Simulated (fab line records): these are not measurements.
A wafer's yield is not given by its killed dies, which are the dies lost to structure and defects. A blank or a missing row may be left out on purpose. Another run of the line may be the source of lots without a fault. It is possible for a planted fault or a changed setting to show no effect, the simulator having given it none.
Lot-split experiment || flow n5Finfet || route with 1938 steps; 7 lots, 21 wafers read

## SPLIT DETAILS
At N5_BEOL_M0_CUTY_COAT_51 (resist thk 150 nm), the setting spinRpm was moved away from the recipe's 1500 rpm on 10 of the 21 wafers read, by -9.5% to +8.3%. The other wafers ran this setting at the recipe's value.

## FROM THE SPLIT TO THE READING: what the file shows between them, 2 steps
- N5_BEOL_M0_CUTY_EXPOSE_54: exposes mask M0 ABLK (also split here: doseMj)
- N5_BEOL_M0_CUTY_PEB_55: peb time 60 s

## THE READING
CAR-ArF-block_of_BEOL_M0_CUTY_COAT_51.thkNm (the simulator's own value, which no gauge read), in nm, at N5_BEOL_M0_CUTY_DEVELOP_56 (develop time 30 s). The file does not state a usual value for it. Average 148.1 nm, standard deviation 0.32 nm, over the 11 wafers here run with the recipe.

{"wafer": "L075.1", "tool, chamber at the split": "lithoTrack-03, 0", "spinRpm as run, rpm": 1500, "against the recipe": "recipe", "CAR-ArF-block_of_BEOL_M0_CUTY_COAT_51.thkNm, nm": 147.8, "against lot-mates on the recipe": "-"}
{"wafer": "L075.4", "tool, chamber at the split": "lithoTrack-03, 0", "spinRpm as run, rpm": 1500, "against the recipe": "recipe", "CAR-ArF-block_of_BEOL_M0_CUTY_COAT_51.thkNm, nm": 148.4, "against lot-mates on the recipe": "-"}
{"wafer": "L075.6", "tool, chamber at the split": "lithoTrack-03, 0", "spinRpm as run, rpm": 1500, "against the recipe": "recipe", "CAR-ArF-block_of_BEOL_M0_CUTY_COAT_51.thkNm, nm": 148.6, "against lot-mates on the recipe": "-"}
{"wafer": "L076.1", "tool, chamber at the split": "lithoTrack-02, 0", "spinRpm as run, rpm": 1500, "against the recipe": "recipe", "CAR-ArF-block_of_BEOL_M0_CUTY_COAT_51.thkNm, nm": 147.4, "against lot-mates on the recipe": "-"}
{"wafer": "L076.4", "tool, chamber at the split": "lithoTrack-02, 0", "spinRpm as run, rpm": 1624, "against the recipe": "+8.3%", "CAR-ArF-block_of_BEOL_M0_CUTY_COAT_51.thkNm, nm": 141.8, "against lot-mates on the recipe": -5.9}
{"wafer": "L076.6", "tool, chamber at the split": "lithoTrack-02, 0", "spinRpm as run, rpm": 1500, "against the recipe": "recipe", "CAR-ArF-block_of_BEOL_M0_CUTY_COAT_51.thkNm, nm": 148, "against lot-mates on the recipe": "-"}
{"wafer": "L077.2", "tool, chamber at the split": "lithoTrack-01, 0", "spinRpm as run, rpm": 1500, "against the recipe": "recipe", "CAR-ArF-block_of_BEOL_M0_CUTY_COAT_51.thkNm, nm": 148, "against lot-mates on the recipe": "-"}
{"wafer": "L077.3", "tool, chamber at the split": "lithoTrack-01, 0", "spinRpm as run, rpm": 1500, "against the recipe": "recipe", "CAR-ArF-block_of_BEOL_M0_CUTY_COAT_51.thkNm, nm": 148.4, "against lot-mates on the recipe": "-"}
{"wafer": "L077.4", "tool, chamber at the split": "lithoTrack-01, 0", "spinRpm as run, rpm": 1500, "against the recipe": "recipe", "CAR-ArF-block_of_BEOL_M0_CUTY_COAT_51.thkNm, nm": 148.4, "against lot-mates on the recipe": "-"}
{"wafer": "L078.1", "tool, chamber at the split": "lithoTrack-01, 0", "spinRpm as run, rpm": 1358, "against the recipe": "-9.5%", "CAR-ArF-block_of_BEOL_M0_CUTY_COAT_51.thkNm, nm": 156, "against lot-mates on the recipe": "+7.8"}
{"wafer": "L078.4", "tool, chamber at the split": "lithoTrack-01, 0", "spinRpm as run, rpm": 1358, "against the recipe": "-9.5%", "CAR-ArF-block_of_BEOL_M0_CUTY_COAT_51.thkNm, nm": 156.2, "against lot-mates on the recipe": "+8.0"}
{"wafer": "L078.6", "tool, chamber at the split": "lithoTrack-01, 0", "spinRpm as run, rpm": 1500, "against the recipe": "recipe", "CAR-ArF-block_of_BEOL_M0_CUTY_COAT_51.thkNm, nm": 148.2, "against lot-mates on the recipe": "-"}
{"wafer": "L079.1", "tool, chamber at the split": "lithoTrack-02, 0", "spinRpm as run, rpm": 1500, "against the recipe": "recipe", "CAR-ArF-block_of_BEOL_M0_CUTY_COAT_51.thkNm, nm": 148, "against lot-mates on the recipe": "-"}
{"wafer": "L079.3", "tool, chamber at the split": "lithoTrack-02, 0", "spinRpm as run, rpm": 1444, "against the recipe": "-3.7%", "CAR-ArF-block_of_BEOL_M0_CUTY_COAT_51.thkNm, nm": 151, "against lot-mates on the recipe": "+2.9"}
{"wafer": "L079.4", "tool, chamber at the split": "lithoTrack-02, 0", "spinRpm as run, rpm": 1500, "against the recipe": "recipe", "CAR-ArF-block_of_BEOL_M0_CUTY_COAT_51.thkNm, nm": 148.2, "against lot-mates on the recipe": "-"}
{"wafer": "L080.1", "tool, chamber at the split": "lithoTrack-03, 0", "spinRpm as run, rpm": 1401, "against the recipe": "-6.6%", "CAR-ArF-block_of_BEOL_M0_CUTY_COAT_51.thkNm, nm": 154.2, "against lot-mates on the recipe": "no lot-mate on the recipe"}
{"wafer": "L080.6", "tool, chamber at the split": "lithoTrack-03, 0", "spinRpm as run, rpm": 1401, "against the recipe": "-6.6%", "CAR-ArF-block_of_BEOL_M0_CUTY_COAT_51.thkNm, nm": 154.2, "against lot-mates on the recipe": "no lot-mate on the recipe"}
{"wafer": "L080.4", "tool, chamber at the split": "lithoTrack-03, 0", "spinRpm as run, rpm": 1401, "against the recipe": "-6.6%", "CAR-ArF-block_of_BEOL_M0_CUTY_COAT_51.thkNm, nm": 154, "against lot-mates on the recipe": "no lot-mate on the recipe"}
{"wafer": "L094.4", "tool, chamber at the split": "lithoTrack-02, 0", "spinRpm as run, rpm": 1612, "against the recipe": "+7.5%", "CAR-ArF-block_of_BEOL_M0_CUTY_COAT_51.thkNm, nm": 143, "against lot-mates on the recipe": "no lot-mate on the recipe"}
{"wafer": "L094.5", "tool, chamber at the split": "lithoTrack-02, 0", "spinRpm as run, rpm": 1612, "against the recipe": "+7.5%", "CAR-ArF-block_of_BEOL_M0_CUTY_COAT_51.thkNm, nm": 143.2, "against lot-mates on the recipe": "no lot-mate on the recipe"}
{"wafer": "L094.6", "tool, chamber at the split": "lithoTrack-02, 0", "spinRpm as run, rpm": 1612, "against the recipe": "+7.5%", "CAR-ArF-block_of_BEOL_M0_CUTY_COAT_51.thkNm, nm": 143.2, "against lot-mates on the recipe": "no lot-mate on the recipe"}

THE FIT
A straight line over all 21 wafers: CAR-ArF-block_of_BEOL_M0_CUTY_COAT_51.thkNm changes by -0.789 nm for each +1% of spinRpm; r = -0.99; the points scatter about the line by 0.47 nm.
The same after taking each lot's own level away (the mean of its wafers on the recipe; 15 wafers): -0.795 nm for each +1%; r = -1.00; scatter 0.31 nm.
That fit puts the effect of the largest move of spinRpm on the reading at 7.5 nm.
From 147.70 to 148.27 nm: that is the span of the lots' own levels, equal to 1.8 times the standard deviation above.
Hence the lot-to-lot level has little effect on the slope; both slopes agree.
Check: +7.51 nm against its lot-mates is what the line predicts for one of the wafers moved furthest among these (-9.5%) when that wafer is left out of the fit. It came out at +7.8 nm against them.

## THE OTHER SPLITS THESE WAFERS WENT THROUGH
Other splits were also applied to these wafers ahead of the reading. Each is held against what the fit with the lots' levels taken away leaves over:
{"other split on the same wafers": "N5_HKMG_FIN_ETCH_31 biasW", "wafers away from the commonest value": 3, "r with CAR-ArF-block_of_BEOL_M0_CUTY_COAT_51.thkNm (lot level and that fit taken away)": -0.33}
{"other split on the same wafers": "N5_GATE_CUT_DESCUM_18 timeS", "wafers away from the commonest value": 7, "r with CAR-ArF-block_of_BEOL_M0_CUTY_COAT_51.thkNm (lot level and that fit taken away)": "+0.11"}
{"other split on the same wafers": "N5_GATE_CUT_ETCH_36 cf4FlowSccm", "wafers away from the commonest value": 9, "r with CAR-ArF-block_of_BEOL_M0_CUTY_COAT_51.thkNm (lot level and that fit taken away)": "+0.32"}
{"other split on the same wafers": "N5_MOL_CONTACT_COAG_ALD_27 aldCycles", "wafers away from the commonest value": 8, "r with CAR-ArF-block_of_BEOL_M0_CUTY_COAT_51.thkNm (lot level and that fit taken away)": "+0.26"}
{"other split on the same wafers": "N5_BEOL_M0_SAQP_EXPOSE_11 doseMj", "wafers away from the commonest value": 8, "r with CAR-ArF-block_of_BEOL_M0_CUTY_COAT_51.thkNm (lot level and that fit taken away)": -0.10}
{"other split on the same wafers": "N5_BEOL_M0_CUTY_EXPOSE_54 doseMj", "wafers away from the commonest value": 5, "r with CAR-ArF-block_of_BEOL_M0_CUTY_COAT_51.thkNm (lot level and that fit taken away)": "+0.26"}

## THE WHOLE CHAIN: every reading that the file lists as answering this split, in the file's order
{"step": "N5_BEOL_M0_CUTY_COAT_51", "what it does": "resist thk 150 nm", "reading": "CAR-ArF-block_of_BEOL_M0_CUTY_COAT_51.thkNm (the simulator's own value, which no gauge read)", "change (the file's fit)": "-0.766 nm for each +1% of the setting", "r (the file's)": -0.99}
{"step": "N5_BEOL_M0_CUTY_DEVELOP_56", "what it does": "develop time 30 s", "reading": "CAR-ArF-block_of_BEOL_M0_CUTY_COAT_51.thkNm (the simulator's own value, which no gauge read)", "change (the file's fit)": "-0.782 nm for each +1% of the setting", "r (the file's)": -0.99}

## THE FILE'S OWN FIT
CAR-ArF-block_of_BEOL_M0_CUTY_COAT_51.thkNm changes by -0.782 nm for each +1% of spinRpm, r = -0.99.
